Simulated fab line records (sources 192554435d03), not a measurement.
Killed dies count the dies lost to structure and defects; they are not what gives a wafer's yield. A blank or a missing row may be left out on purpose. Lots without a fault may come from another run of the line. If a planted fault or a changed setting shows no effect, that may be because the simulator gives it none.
fab line records | flow n5-finfet
[record] lots = 7 | wafers = 39
route steps=1938 shown FIN_SAQP@96 SD_EPI_N@278 HKMG_FIN@386 BEOL_M2@879 BEOL_M3@1018
start-h: start of the lot's first displayed wafer, in hours after the record's first day | wait-h: hours since the lot's step before | " the same as in the row above | L1.1+2: a single row standing in for several wafers | - no value present, or no start provided | * or withheld: withheld | < > ~ a bound
route shown NAME@n: names a module that has steps shown in the file, with the first one's number in the route | usual: mean/standard deviation taken from wafers without a fault | same: alike in all rows | chamber/n: place in a boat | sites: per-site readings | _std_site: standard deviation of those values | _edge_site: mean of outer sites minus mean of inner sites | radius-mm: how far each site lies from the wafer's centre | mask NAME#n: copy n | behind: the most recent tool/chamber to have shaped the wafer | hold: cause of the lot's hold/its duration in hours/its outcome | device: names the non-switching transistor (n, p or np) | end of line: the same wafers' tests at the end of the route | a step with no rows: only its recipe | killed: dies lost to structure and defects at the first sort, not the wafer's yield | map: dies across one wafer; x = killed, . = not, _ = none there
set.NAME: the setting that was run; set.NAME@STEP: the one run at that earlier step | model.NAME: the simulator's own value behind a step, which no gauge read
lots with deliberately changed settings; one table per step, one row per wafer
[[steps]]
[step N5_FIN_SAQP_HM_DEP_03]
[recipe] material = SiNx | target-thk-a = 380 | temp-c = 400 | precursor = SiH4/NH3/N2 | pressure-torr = 1.5 | rf-w = 300 | time-s = 33.6
lot.wafer | tool     | chamber | start-h | wait-h | set.target-thk-a | model.SiNx_of_FIN_SAQP_HM_DEP_03.thk-nm
L075.1    | pecvd-04 | 1       | 26.47   | 0.2    | 249.8            | 24.69
L075.2    | "        | 0       | "       | "      | 380              | 37.64
L075.3    | "        | 2       | "       | "      | 249.8            | 24.77
L075.4    | "        | 2       | "       | "      | 380              | 38.25
L075.5    | "        | 0       | "       | "      | 249.8            | 24.71
L075.6    | "        | 1       | "       | "      | 380              | 37.99
L076.1    | pecvd-01 | 0       | 32.95   | 0.2    | 380              | 37.37
L076.2    | "        | 1       | "       | "      | 380              | 37.14
L076.3    | "        | 2       | "       | "      | 380              | 37.65
L076.4    | "        | 1       | "       | "      | 380              | 38.37
L076.5    | "        | 0       | "       | "      | 380              | 37.91
L076.6    | "        | 2       | "       | "      | 380              | 38.38
L078.1    | pecvd-04 | 2       | 44.72   | 0.2    | 380              | 37.52
L078.2    | "        | 0       | "       | "      | 380              | 37.79
L078.3    | "        | 1       | "       | "      | 380              | 38.02
L078.4    | "        | 0       | "       | "      | 380              | 38.29
L078.5    | "        | 1       | "       | "      | 380              | 38.22
L078.6    | "        | 2       | "       | "      | 380              | 38.3
L080.1    | pecvd-01 | 1       | 56.92   | 0.2    | 303.4            | 30.25
L080.2    | "        | 0       | "       | "      | 380              | 37.48
L080.3    | "        | 2       | "       | "      | 380              | 37.64
L080.4    | "        | 2       | "       | "      | 303.4            | 30.65
L080.5    | "        | 0       | "       | "      | 303.4            | 30.29
L080.6    | "        | 1       | "       | "      | 380              | 37.74
L084.1    | pecvd-01 | 2       | 81.25   | 0.3    | 294.2            | 29.51
L084.2    | "        | 1       | "       | "      | 294.2            | 29.24
L084.3    | "        | 0       | "       | "      | 380              | 37.63
L084.4    | "        | 1       | "       | "      | 380              | 38
L084.5    | "        | 2       | "       | "      | 294.2            | 29.74
L084.6    | "        | 0       | "       | "      | 380              | 37.94
L092.1    | pecvd-02 | 2       | 129.04  | 0.2    | 380              | 38.38
L092.2    | "        | 0       | "       | "      | 267.8            | 26.65
L092.3    | "        | 1       | "       | "      | 380              | 38.02
L092.4    | "        | 0       | "       | "      | 267.8            | 27.49
L092.5    | "        | 1       | "       | "      | 267.8            | 27.3
L092.6    | "        | 2       | "       | "      | 380              | 38.84
L094.1    | pecvd-02 | 2       | 141.13  | 0.2    | 380              | 37.72
L094.3    | "        | 0       | "       | "      | 380              | 37.38
L094.5    | "        | 1       | "       | "      | 380              | 38.16
[step N5_FIN_SAQP_THK_MEAS_05]
[usual] thk-nm = 38.1/0.49
lot.wafer | tool          | chamber | start-h | wait-h | set.target-thk-a@FIN_SAQP_HM_DEP_03 | thk-nm
L075.1    | film-metro-02 | -       | 26.56   | 0.1    | 249.8                               | 24.7
L075.2    | "             | -       | "       | "      | 380                                 | 37.7
L075.3    | "             | -       | "       | "      | 249.8                               | 24.8
L075.4    | "             | -       | "       | "      | 380                                 | 38.2
L075.5    | "             | -       | "       | "      | 249.8                               | 24.7
L075.6    | "             | -       | "       | "      | 380                                 | 38.0
L076.1    | film-metro-01 | -       | 33.04   | 0.1    | 380                                 | 37.4
L076.2    | "             | -       | "       | "      | 380                                 | 37.2
L076.3    | "             | -       | "       | "      | 380                                 | 37.7
L076.4    | "             | -       | "       | "      | 380                                 | 38.3
L076.5    | "             | -       | "       | "      | 380                                 | 37.9
L076.6    | "             | -       | "       | "      | 380                                 | 38.4
L078.1    | film-metro-01 | -       | 44.81   | 0.1    | 380                                 | 37.5
L078.2    | "             | -       | "       | "      | 380                                 | 37.8
L078.3    | "             | -       | "       | "      | 380                                 | 38.0
L078.4    | "             | -       | "       | "      | 380                                 | 38.3
L078.5    | "             | -       | "       | "      | 380                                 | 38.2
L078.6    | "             | -       | "       | "      | 380                                 | 38.3
L080.1    | film-metro-02 | -       | 57.01   | 0.1    | 303.4                               | 30.3
L080.2    | "             | -       | "       | "      | 380                                 | 37.5
L080.3    | "             | -       | "       | "      | 380                                 | 37.6
L080.4    | "             | -       | "       | "      | 303.4                               | 30.6
L080.5    | "             | -       | "       | "      | 303.4                               | 30.3
L080.6    | "             | -       | "       | "      | 380                                 | 37.7
L084.1    | film-metro-01 | -       | 81.34   | 0.1    | 294.2                               | 29.6
L084.2    | "             | -       | "       | "      | 294.2                               | 29.2
L084.3    | "             | -       | "       | "      | 380                                 | 37.6
L084.4    | "             | -       | "       | "      | 380                                 | 38.0
L084.5    | "             | -       | "       | "      | 294.2                               | 29.7
L084.6    | "             | -       | "       | "      | 380                                 | 37.9
L092.1    | film-metro-02 | -       | 129.13  | 0.1    | 380                                 | 38.4
L092.2    | "             | -       | "       | "      | 267.8                               | 26.7
L092.3    | "             | -       | "       | "      | 380                                 | 38.1
L092.4    | "             | -       | "       | "      | 267.8                               | 27.5
L092.5    | "             | -       | "       | "      | 267.8                               | 27.3
L092.6    | "             | -       | "       | "      | 380                                 | 38.8
L094.1    | film-metro-01 | -       | 141.22  | 0.1    | 380                                 | 37.8
L094.3    | "             | -       | "       | "      | 380                                 | 37.4
L094.5    | "             | -       | "       | "      | 380                                 | 38.1
[step N5_FIN_SAQP_PECVD_47]
[recipe] material = a-Si | target-thk-a = 450 | temp-c = 400 | precursor = SiH4/He | pressure-torr = 3 | rf-w = 100 | time-s = 36.3
[step N5_FIN_SAQP_PECVD_48]
[recipe] material = SiNx | target-thk-a = 250 | temp-c = 400 | precursor = SiH4/NH3/N2 | pressure-torr = 1.5 | rf-w = 300 | time-s = 22.1
[step N5_FIN_SAQP_MANDREL2_REMOVE_60]
[recipe] chemistry = HBr/Cl2/O2 | bt-time-s = 10 | target = a-Si | stop-on = SiNx | endpoint = OES-SiCl | over-etch-frac = 1 | icp-w = 600 | bias-w = 22 | HBr_flow_sccm = 150 | Cl2_flow_sccm = 80 | O2_flow_sccm = 5 | pressure-mtorr = 10
[step N5_FIN_SAQP_HM_OPEN_33]
[recipe] chemistry = CH3F/O2 | target = SiNx | mask-material = SiO2 | target-depth-a = 494 | time-s = 70.6 | pressure-mtorr = 30 | source-w = 395 | bias-w = 73 | Ar_flow_sccm = 150 | CH3F_flow_sccm = 30 | O2_flow_sccm = 20 | ion-energy-ev = 120 | ends = cleared
[usual] etch-rf-on-time-s = 69.9/1.1
lot.wafer | tool        | chamber | start-h | wait-h | set.target-thk-a@FIN_SAQP_HM_DEP_03 | etch-rf-on-time-s | model.etch.depth-nm
L075.1    | rie-diel-05 | 3       | 31.34   | 0.0    | 249.8                               | 45.1              | 24.06
L075.2    | "           | 1       | "       | "      | 380                                 | 68.7              | 37.01
L075.3    | "           | 0       | "       | "      | 249.8                               | 44.6              | 24.14
L075.4    | "           | 2       | "       | "      | 380                                 | 70.0              | 37.62
L075.5    | "           | 3       | "       | "      | 249.8                               | 45.4              | 24.09
L075.6    | "           | 0       | "       | "      | 380                                 | 69.2              | 37.36
L076.1    | rie-diel-05 | 2       | 38.12   | 0.1    | 380                                 | 70.4              | 36.74
L076.2    | "           | 0       | "       | "      | 380                                 | 68.3              | 36.51
L076.3    | "           | 1       | "       | "      | 380                                 | 70.4              | 37.02
L076.4    | "           | 2       | "       | "      | 380                                 | 71.2              | 37.74
L076.5    | "           | 0       | "       | "      | 380                                 | 70.2              | 37.28
L076.6    | "           | 1       | "       | "      | 380                                 | 71.4              | 37.75
L078.1    | rie-diel-03 | 3       | 49.51   | 0.0    | 380                                 | 69.2              | 36.87
L078.2    | "           | 2       | "       | "      | 380                                 | 69.2              | 37.03
L078.3    | "           | 0       | "       | "      | 380                                 | 70.6              | 37.39
L078.4    | "           | 0       | "       | "      | 380                                 | 71.0              | 37.6
L078.5    | "           | 3       | "       | "      | 380                                 | 70.2              | 37.54
L078.6    | "           | 2       | "       | "      | 380                                 | 70.0              | 37.55
L080.1    | rie-diel-01 | 2       | 62.05   | 0.1    | 303.4                               | 56.3              | 29.62
L080.2    | "           | 3       | "       | "      | 380                                 | 67.9              | 36.85
L080.3    | "           | 0       | "       | "      | 380                                 | 69.8              | 37.02
L080.4    | "           | 1       | "       | "      | 303.4                               | 55.5              | 30.03
L080.5    | "           | 3       | "       | "      | 303.4                               | 54.7              | 29.66
L080.6    | "           | 0       | "       | "      | 380                                 | 69.9              | 37.11
L084.1    | rie-diel-05 | 0       | 86.84   | 0.0    | 294.2                               | 53.8              | 28.88
L084.2    | "           | 3       | "       | "      | 294.2                               | 53.1              | 28.61
L084.3    | "           | 1       | "       | "      | 380                                 | 69.7              | 37
L084.4    | "           | 3       | "       | "      | 380                                 | 69.7              | 37.37
L084.5    | "           | 0       | "       | "      | 294.2                               | 54.2              | 29.12
L084.6    | "           | 1       | "       | "      | 380                                 | 70.1              | 37.31
L092.1    | rie-diel-03 | 0       | 133.85  | 0.1    | 380                                 | 69.2              | 37.75
L092.2    | "           | 3       | "       | "      | 267.8                               | 49.2              | 26.02
L092.3    | "           | 1       | "       | "      | 380                                 | 69.7              | 37.36
L092.4    | "           | 2       | "       | "      | 267.8                               | 49.7              | 26.85
L092.5    | "           | 0       | "       | "      | 267.8                               | 48.9              | 26.66
L092.6    | "           | 1       | "       | "      | 380                                 | 71.2              | 38.18
L094.1    | rie-diel-03 | 1       | 146.16  | 0.5    | 380                                 | 69.0              | 37.06
L094.3    | "           | 0       | "       | "      | 380                                 | 68.1              | 36.75
L094.5    | "           | 0       | "       | "      | 380                                 | 69.6              | 37.52
[step N5_FIN_SAQP_ETCH_34]
[recipe] chemistry = C4F6/O2 | target = SiO2 | target-depth-a = 450 | time-s = 15 | ion-energy-ev = 250 | pressure-mtorr = 30 | source-w = 345 | bias-w = 185 | Ar_flow_sccm = 300 | C4F6_flow_sccm = 10 | O2_flow_sccm = 10 | ends = cleared
[step N5_FIN_SAQP_STRIP_77]
[recipe] chemistry = N2/H2 | time-s = 90 | power-w = 100 | temp-c = 40 | pressure-mtorr = 100 | rf-frequency-hz = 6e+07 | bias-power-w = 3 | n2-flow-sccm = 300 | h2-flow-sccm = 300
[step N5_FIN_SAQP_ETCH_64]
[recipe] chemistry = CF4 | target = SiO2 | target-depth-a = 15 | ion-energy-ev = 350 | pressure-mtorr = 10 | icp-w = 800 | bias-w = 400 | cf4-flow-sccm = 80
[step N5_FIN_SAQP_FIN_ETCH_36]
[recipe] chemistry = HBr/Cl2/O2 | target-depth-a = 1200 | mask-material = SiNx | time-s = 50.4 | bias-w = 102 | pressure-mtorr = 10 | icp-w = 800 | HBr_flow_sccm = 150 | Cl2_flow_sccm = 80 | O2_flow_sccm = 12
lot.wafer  | tool      | chamber | start-h | wait-h | set.target-thk-a@FIN_SAQP_HM_DEP_03 | model.SiNx_of_FIN_SAQP_HM_DEP_03.thk-nm
L075.1     | rie-si-03 | 1       | 31.63   | 0.0    | 249.8                               | 7.6
L075.2     | "         | 0       | "       | "      | 380                                 | 21
L075.3+5   | "         | 2       | "       | "      | 249.8                               | 7.8
L075.4     | "         | 3       | "       | "      | 380                                 | 21.6
L075.6     | "         | 3       | "       | "      | 380                                 | 21.2
L076.1+2   | rie-si-01 | 0,2     | 38.40   | 0.0    | 380                                 | 20.4
L076.3     | "         | 1       | "       | "      | 380                                 | 21
L076.4+6   | "         | 3       | "       | "      | 380                                 | 21.6
L076.5     | "         | 2       | "       | "      | 380                                 | 21.2
L078.1     | rie-si-01 | 1       | 49.79   | 0.0    | 380                                 | 20.8
L078.2     | "         | 3       | "       | "      | 380                                 | 20.6
L078.3     | "         | 0       | "       | "      | 380                                 | 21
L078.4+5+6 | "         | 2,3,2   | "       | "      | 380                                 | 21.4
L080.1+5   | rie-si-01 | 0       | 62.33   | 0.0    | 303.4                               | 13.2
L080.2     | "         | 3       | "       | "      | 380                                 | 20.6
L080.3+6   | "         | 1       | "       | "      | 380                                 | 20.8
L080.4     | "         | 2       | "       | "      | 303.4                               | 13.6
L084.1     | rie-si-04 | 1       | 87.12   | 0.0    | 294.2                               | 13
L084.2     | "         | 2       | "       | "      | 294.2                               | 12.6
L084.3     | "         | 3       | "       | "      | 380                                 | 21
L084.4+6   | "         | 0       | "       | "      | 380                                 | 21.4
L084.5     | "         | 1       | "       | "      | 294.2                               | 13.2
L092.1+6   | rie-si-03 | 0,1     | 134.14  | 0.0    | 380                                 | 21.8
L092.2     | "         | 2       | "       | "      | 267.8                               | 9.6
L092.3     | "         | 3       | "       | "      | 380                                 | 21.2
L092.4+5   | "         | 1,2     | "       | "      | 267.8                               | 10.4
L094.1     | rie-si-03 | 1       | 146.45  | 0.0    | 380                                 | 20.6
L094.3     | "         | 2       | "       | "      | 380                                 | 20.4
L094.5     | "         | 2       | "       | "      | 380                                 | 21.2
[step N5_SD_EPI_N_ETCH_45]
[recipe] chemistry = CH3F/O2 | target = SiOCN | target-depth-a = 60 | mask-material = SOC | ion-energy-ev = 60 | bias-w = 29 | pressure-mtorr = 15 | source-w = 410 | Ar_flow_sccm = 150 | CH3F_flow_sccm = 30 | O2_flow_sccm = 20
lot.wafer | tool        | chamber | start-h | wait-h | set.target-depth-a | model.etch.depth-nm
L075.1    | rie-diel-01 | 1       | 61.53   | 0.1    | 60                 | 6.053
L075.2    | "           | 0       | "       | "      | 73.13              | 7.222
L075.3    | "           | 2       | "       | "      | 60                 | 5.861
L075.4    | "           | 3       | "       | "      | 73.13              | 7.326
L075.5    | "           | 3       | "       | "      | 73.13              | 7.389
L075.6    | "           | 2       | "       | "      | 60                 | 5.897
L076.1    | rie-diel-01 | 3       | 66.51   | 0.1    | 60                 | 5.994
L076.2    | "           | 2       | "       | "      | 91.25              | 8.906
L076.3    | "           | 0       | "       | "      | 91.25              | 8.938
L076.4    | "           | 1       | "       | "      | 60                 | 6.023
L076.5    | "           | 2       | "       | "      | 60                 | 5.886
L076.6    | "           | 1       | "       | "      | 91.25              | 9.209
L078.1    | rie-diel-05 | 1       | 74.76   | 0.1    | 60                 | 5.967
L078.2    | "           | 0       | "       | "      | 60                 | 6.021
L078.3    | "           | 2       | "       | "      | 60                 | 5.939
L078.4    | "           | 1       | "       | "      | 60                 | 5.927
L078.5    | "           | 0       | "       | "      | 60                 | 6.027
L078.6    | "           | 2       | "       | "      | 60                 | 5.973
L080.1    | rie-diel-01 | 3       | 85.16   | 0.1    | 60                 | 6.033
L080.2    | "           | 2       | "       | "      | 60                 | 5.881
L080.3    | "           | 1       | "       | "      | 29.71              | 3.005
L080.4    | "           | 0       | "       | "      | 29.71              | 2.935
L080.5    | "           | 1       | "       | "      | 29.71              | 2.992
L080.6    | "           | 2       | "       | "      | 60                 | 5.926
L084.1    | rie-diel-05 | 1       | 111.70  | 0.1    | 95.17              | 9.267
L084.2    | "           | 3       | "       | "      | 60                 | 5.941
L084.3    | "           | 0       | "       | "      | 60                 | 5.947
L084.4    | "           | 2       | "       | "      | 95.17              | 9.504
L084.5    | "           | 2       | "       | "      | 95.17              | 9.566
L084.6    | "           | 3       | "       | "      | 60                 | 5.958
L092.1    | rie-diel-03 | 2       | 158.65  | 0.1    | 60                 | 5.946
L092.2    | "           | 0       | "       | "      | 28.6               | 2.898
L092.3    | "           | 3       | "       | "      | 60                 | 5.889
L092.4    | "           | 3       | "       | "      | 28.6               | 2.814
L092.5    | "           | 0       | "       | "      | 60                 | 6.089
L092.6    | "           | 2       | "       | "      | 28.6               | 2.829
L094.1    | rie-diel-01 | 0       | 171.03  | 0.1    | 60                 | 5.981
L094.3    | "           | 2       | "       | "      | 60                 | 5.958
L094.5    | "           | 1       | "       | "      | 60                 | 6.095
[step N5_HKMG_FIN_HK_ALD_01]
[recipe] material = HfO2 | target-thk-a = 16 | temp-c = withheld | ald-precursor-family = HfCl4 | ald-co-reactant = H2O | pulse-time-s = 3 | purge-time-s = 3 | co-reactant-purge-time-s = 2.5 | co-reactant-pulse-time-s = 0.3 | ald-cycles = 30
lot.wafer        | tool      | chamber     | start-h | wait-h | set.ald-cycles | model.HfO2_of_HKMG_FIN_HK_ALD_01.thk-nm
L075.1+5+6       | ald-hk-02 | 1,1,2       | 82.27   | 0.0    | 30             | 1.6
L075.2+3+4       | "         | 2,3,0       | "       | "      | 13             | 0.8
L076.1+2+5       | ald-hk-01 | 3,2,1       | 87.33   | 0.0    | 30             | 1.6
L076.3+4+6       | "         | 1,0,0       | "       | "      | 43             | 2.2
L078.1+2+3+4+5+6 | ald-hk-01 | 3,2,1,0,0,1 | 95.49   | 0.0    | 30             | 1.6
L080.1+2+3       | ald-hk-01 | 0,1,2       | 108.19  | 0.0    | 25             | 1.4
L080.4+5+6       | "         | 3,2,1       | "       | "      | 30             | 1.6
L084.1+2+3+4+5+6 | ald-hk-03 | 0,2,1,3,1,0 | 132.34  | 0.0    | 30             | 1.6
L092.1+2+6       | ald-hk-02 | 3,0,0       | 179.21  | 0.0    | 30             | 1.6
L092.3+4+5       | "         | 1,2,3       | "       | "      | 40             | 2.2
L094.1+3+5       | ald-hk-01 | 0,1,2       | 192.19  | 0.0    | 30             | 1.6
[step N5_HKMG_FIN_HK_ANNEAL_02]
[recipe] temp-c = 700 | time-s = 30 | ambient = N2 | idle-temp-c = 600 | ramp-up-c-per-s = 150 | ramp-down-c-per-s = 60 | cool-to-c = 600
[step N5_HKMG_FIN_ALD_74]
[recipe] material = La2O3 | target-thk-a = 5 | temp-c = 250 | ald-precursor-family = La-Cp | ald-co-reactant = O3 | pulse-time-s = 6 | co-reactant-pulse-time-s = 1 | purge-time-s = 3 | co-reactant-purge-time-s = 3
[step N5_HKMG_FIN_WET_ETCH_82]
[recipe] chemistry = dHCl | mix = 1:10000 | temp-c = 25 | target = La2O3 | stop-on = HfO2 | target-depth-nm = 2 | dry = ipa-marangoni | rinse-time-s = 30 | rinse-temp-c = 23
[step N5_HKMG_FIN_ALD_36]
[recipe] material = TiN | target-thk-a = 10 | temp-c = 400 | ald-precursor-family = TiCl4 | ald-co-reactant = NH3 | pulse-time-s = 1 | purge-time-s = 3 | co-reactant-purge-time-s = 2 | co-reactant-pulse-time-s = 2 | ald-cycles = 47 | pressure-torr = 3
[step N5_HKMG_FIN_THK_MEAS_70]
[recipe] thk-meas-gauge = xrf | reads = HfO2_of_HKMG_FIN_HK_ALD_01
[usual] HK_THK = 1.597/0.019
lot.wafer | tool          | chamber | start-h | wait-h | set.ald-cycles@HKMG_FIN_HK_ALD_01 | HK_THK[nm]
L075.1    | film-metro-01 | -       | 85.71   | 0.2    | 30                                | 1.609
L075.2    | "             | -       | "       | "      | 13                                | 0.697
L075.3    | "             | -       | "       | "      | 13                                | 0.700
L075.4    | "             | -       | "       | "      | 13                                | 0.710
L075.5    | "             | -       | "       | "      | 30                                | 1.611
L075.6    | "             | -       | "       | "      | 30                                | 1.605
L076.1    | film-metro-01 | -       | 90.69   | 0.2    | 30                                | 1.572
L076.2    | "             | -       | "       | "      | 30                                | 1.584
L076.3    | "             | -       | "       | "      | 43                                | 2.289
L076.4    | "             | -       | "       | "      | 43                                | 2.287
L076.5    | "             | -       | "       | "      | 30                                | 1.589
L076.6    | "             | -       | "       | "      | 43                                | 2.277
L078.1    | film-metro-01 | -       | 98.96   | 0.2    | 30                                | 1.625
L078.2    | "             | -       | "       | "      | 30                                | 1.602
L078.3    | "             | -       | "       | "      | 30                                | 1.598
L078.4    | "             | -       | "       | "      | 30                                | 1.613
L078.5    | "             | -       | "       | "      | 30                                | 1.612
L078.6    | "             | -       | "       | "      | 30                                | 1.603
L080.1    | film-metro-02 | -       | 112.02  | 0.2    | 25                                | 1.342
L080.2    | "             | -       | "       | "      | 25                                | 1.339
L080.3    | "             | -       | "       | "      | 25                                | 1.364
L080.4    | "             | -       | "       | "      | 30                                | 1.606
L080.5    | "             | -       | "       | "      | 30                                | 1.581
L080.6    | "             | -       | "       | "      | 30                                | 1.564
L084.1    | film-metro-01 | -       | 135.77  | 0.2    | 30                                | 1.601
L084.2    | "             | -       | "       | "      | 30                                | 1.596
L084.3    | "             | -       | "       | "      | 30                                | 1.604
L084.4    | "             | -       | "       | "      | 30                                | 1.578
L084.5    | "             | -       | "       | "      | 30                                | 1.599
L084.6    | "             | -       | "       | "      | 30                                | 1.596
L092.1    | film-metro-01 | -       | 182.71  | 0.2    | 30                                | 1.594
L092.2    | "             | -       | "       | "      | 30                                | 1.608
L092.3    | "             | -       | "       | "      | 40                                | 2.126
L092.4    | "             | -       | "       | "      | 40                                | 2.134
L092.5    | "             | -       | "       | "      | 40                                | 2.120
L092.6    | "             | -       | "       | "      | 30                                | 1.610
L094.1    | film-metro-01 | -       | 195.64  | 0.2    | 30                                | 1.596
L094.3    | "             | -       | "       | "      | 30                                | 1.575
L094.5    | "             | -       | "       | "      | 30                                | 1.591
[step N5_BEOL_M2_DESCUM_33]
[recipe] chemistry = O2 | time-s = 7 | source-power-w = 50 | bias-power-w = 20 | pressure-mtorr = 20 | rf-frequency-hz = 2.712e+07 | temp-c = 40 | resist = CAR-EUV | o2-flow-sccm = 225
lot.wafer      | tool        | chamber   | start-h | wait-h | set.time-s | model.CAR-EUV_of_BEOL_M2_COAT_22.thk-nm
L075.1+3       | rie-diel-05 | 2         | 147.55  | 0.0    | 10.49      | 24.2
L075.2+5+6     | "           | 3,3,2     | "       | "      | 7          | 26
L075.4         | "           | 3         | "       | "      | 10.49      | 24.4
L076.1+3       | rie-diel-01 | 1,2       | 151.05  | 0.1    | 7          | 26.2
L076.2+4+6     | "           | 3,0,0     | "       | "      | 8.337      | 25.4
L076.5         | "           | 3         | "       | "      | 7          | 26
L078.1         | rie-diel-03 | 0         | 157.66  | 0.0    | 7          | 26.2
L078.2+3+4+5+6 | "           | 3,2,0,2,3 | "       | "      | 7          | 26
L080.1+2+5     | rie-diel-03 | 2,3,0     | 170.57  | 0.0    | 10.87      | 24.2
L080.3+4+6     | "           | 0,1,3     | "       | "      | 7          | 26
L084.1+2+6     | rie-diel-01 | 1,2,2     | 206.23  | 0.0    | 2.971      | 28
L084.3+5       | "           | 3,1       | "       | "      | 7          | 26
L084.4         | "           | 0         | "       | "      | 7          | 26.2
L092.1+3       | rie-diel-01 | 2,3       | 250.99  | 0.0    | 3.996      | 27.4
L092.2         | "           | 0         | "       | "      | 3.996      | 27.6
L092.4+5       | "           | 1,2       | "       | "      | 7          | 26
L092.6         | "           | 3         | "       | "      | 7          | 25.8
L094.1+3       | rie-diel-01 | 1,0       | 254.39  | 0.0    | 7          | 26
L094.5         | "           | 1         | "       | "      | 7          | 26.2
[step N5_BEOL_M2_ETCH_77]
[recipe] chemistry = N2/H2 | target = underlayer | target-depth-a = 65 | mask-material = CAR-EUV | time-s = 5.2 | ion-energy-ev = 200 | pressure-mtorr = 30 | source-w = 840 | bias-w = 150 | n2-flow-sccm = 200 | h2-flow-sccm = 200 | ends = cleared
lot.wafer      | tool        | chamber   | start-h | wait-h | set.time-s@BEOL_M2_DESCUM_33 | model.CAR-EUV_of_BEOL_M2_COAT_22.thk-nm
L075.1+3       | rie-diel-05 | 2         | 147.60  | 0.0    | 10.49                        | 18.4
L075.2+5+6     | "           | 3,3,2     | "       | "      | 7                            | 20.2
L075.4         | "           | 3         | "       | "      | 10.49                        | 18.6
L076.1+5       | rie-diel-01 | 1,3       | 151.08  | 0.0    | 7                            | 20.4
L076.2         | "           | 3         | "       | "      | 8.337                        | 19.6
L076.3         | "           | 2         | "       | "      | 7                            | 20.6
L076.4+6       | "           | 0         | "       | "      | 8.337                        | 19.8
L078.1+2+3+4+6 | rie-diel-03 | 0,3,2,0,3 | 157.70  | 0.0    | 7                            | 20.4
L078.5         | "           | 2         | "       | "      | 7                            | 20.2
L080.1+2+5     | rie-diel-03 | 2,3,0     | 170.60  | 0.0    | 10.87                        | 18.4
L080.3         | "           | 0         | "       | "      | 7                            | 20.2
L080.4+6       | "           | 1,3       | "       | "      | 7                            | 20.4
L084.1         | rie-diel-01 | 1         | 206.27  | 0.0    | 2.971                        | 22.4
L084.2+6       | "           | 2         | "       | "      | 2.971                        | 22.2
L084.3         | "           | 3         | "       | "      | 7                            | 20.2
L084.4+5       | "           | 0,1       | "       | "      | 7                            | 20.4
L092.1+2+3     | rie-diel-01 | 2,0,3     | 251.02  | 0.0    | 3.996                        | 21.8
L092.4+5       | "           | 1,2       | "       | "      | 7                            | 20.2
L092.6         | "           | 3         | "       | "      | 7                            | 20
L094.1         | rie-diel-01 | 1         | 254.42  | 0.0    | 7                            | 20.2
L094.3+5       | "           | 0,1       | "       | "      | 7                            | 20.4
[step N5_BEOL_M3_DEP_57]
[recipe] material = SiCN | target-thk-a = 80 | temp-c = withheld | precursor = 3MS/NH3 | pressure-torr = 3 | rf-w = 202 | time-s = 14
lot.wafer    | tool     | chamber | start-h | wait-h | set.target-thk-a | model.SiCN_of_BEOL_M3_DEP_57.thk-nm
L075.1+4+5+6 | pecvd-04 | 0,2,1,0 | 163.21  | 0.0    | 80               | 8.2
L075.2+3     | "        | 1,2     | "       | "      | 80               | 8
L076.1       | pecvd-03 | 0       | 170.55  | 0.0    | 38.65            | 4
L076.2       | "        | 2       | "       | "      | 80               | 7.8
L076.3+6     | "        | 1,0     | "       | "      | 38.65            | 3.8
L076.4+5     | "        | 2,1     | "       | "      | 80               | 8
L080.1       | pecvd-04 | 2       | 201.87  | 0.0    | 66.43            | 6.4
L080.2+3     | "        | 0,1     | "       | "      | 80               | 7.8
L080.4+5     | "        | 1,2     | "       | "      | 66.43            | 6.6
L080.6       | "        | 0       | "       | "      | 80               | 8
L078.1+6     | pecvd-01 | 1,0     | 237.28  | 0.0    | 80               | 7.8
L078.2+4+5   | "        | 0,0,1   | "       | "      | 35               | 3.2
L078.3       | "        | 1       | "       | "      | 80               | 8
L084.1       | pecvd-01 | 0       | 249.47  | 0.0    | 111.8            | 10.8
L084.2+3     | "        | 1,2     | "       | "      | 111.8            | 11
L084.4+5     | "        | 2,1     | "       | "      | 80               | 8
L084.6       | "        | 0       | "       | "      | 80               | 7.8
L092.1+2+4   | pecvd-04 | 1,0,1   | 278.02  | 0.0    | 80               | 8
L092.3+6     | "        | 2,0     | "       | "      | 56.24            | 5.6
L092.5       | "        | 2       | "       | "      | 56.24            | 5.8
L094.1+3+5   | pecvd-03 | 2,0,2   | 302.10  | 0.0    | 80               | 8
[[key]]
[split] step = N5_FIN_SAQP_HM_DEP_03 | setting = target-thk-a | stated = 380 | by = wafer
[response] step = N5_FIN_SAQP_HM_DEP_03 | reading = model.SiNx_of_FIN_SAQP_HM_DEP_03.thk-nm | change = +0.378 | per = 1% | r = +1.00
[response] step = N5_FIN_SAQP_THK_MEAS_05 | reading = thk-nm | change = * | per = 1% | r = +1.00
[response] step = N5_FIN_SAQP_HM_OPEN_33 | reading = etch-rf-on-time-s | change = * | per = 1% | r = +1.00
[response] step = N5_FIN_SAQP_HM_OPEN_33 | reading = model.etch.depth-nm | change = +0.378 | per = 1% | r = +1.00
[response] step = N5_FIN_SAQP_FIN_ETCH_36 | reading = model.SiNx_of_FIN_SAQP_HM_DEP_03.thk-nm | change = +0.385 | per = 1% | r = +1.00
[split] step = N5_SD_EPI_N_ETCH_45 | setting = target-depth-a | stated = 60 | by = wafer
[response] step = N5_SD_EPI_N_ETCH_45 | reading = model.etch.depth-nm | change = +0.0594 | per = 1% | r = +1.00
[split] step = N5_HKMG_FIN_HK_ALD_01 | setting = ald-cycles | stated = 30 | by = wafer
[response] step = N5_HKMG_FIN_HK_ALD_01 | reading = model.HfO2_of_HKMG_FIN_HK_ALD_01.thk-nm | change = +0.0146 | per = 1% | r = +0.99
[response] step = N5_HKMG_FIN_THK_MEAS_70 | reading = HK_THK | change = +0.0159 | per = 1% | r = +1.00
[split] step = N5_BEOL_M2_DESCUM_33 | setting = time-s | stated = 7 | by = wafer
[response] step = N5_BEOL_M2_DESCUM_33 | reading = model.CAR-EUV_of_BEOL_M2_COAT_22.thk-nm | change = -0.0341 | per = 1% | r = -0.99
[response] step = N5_BEOL_M2_ETCH_77 | reading = model.CAR-EUV_of_BEOL_M2_COAT_22.thk-nm | change = -0.0353 | per = 1% | r = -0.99
[split] step = N5_BEOL_M3_DEP_57 | setting = target-thk-a | stated = 80 | by = wafer
[response] step = N5_BEOL_M3_DEP_57 | reading = model.SiCN_of_BEOL_M3_DEP_57.thk-nm | change = +0.0797 | per = 1% | r = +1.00
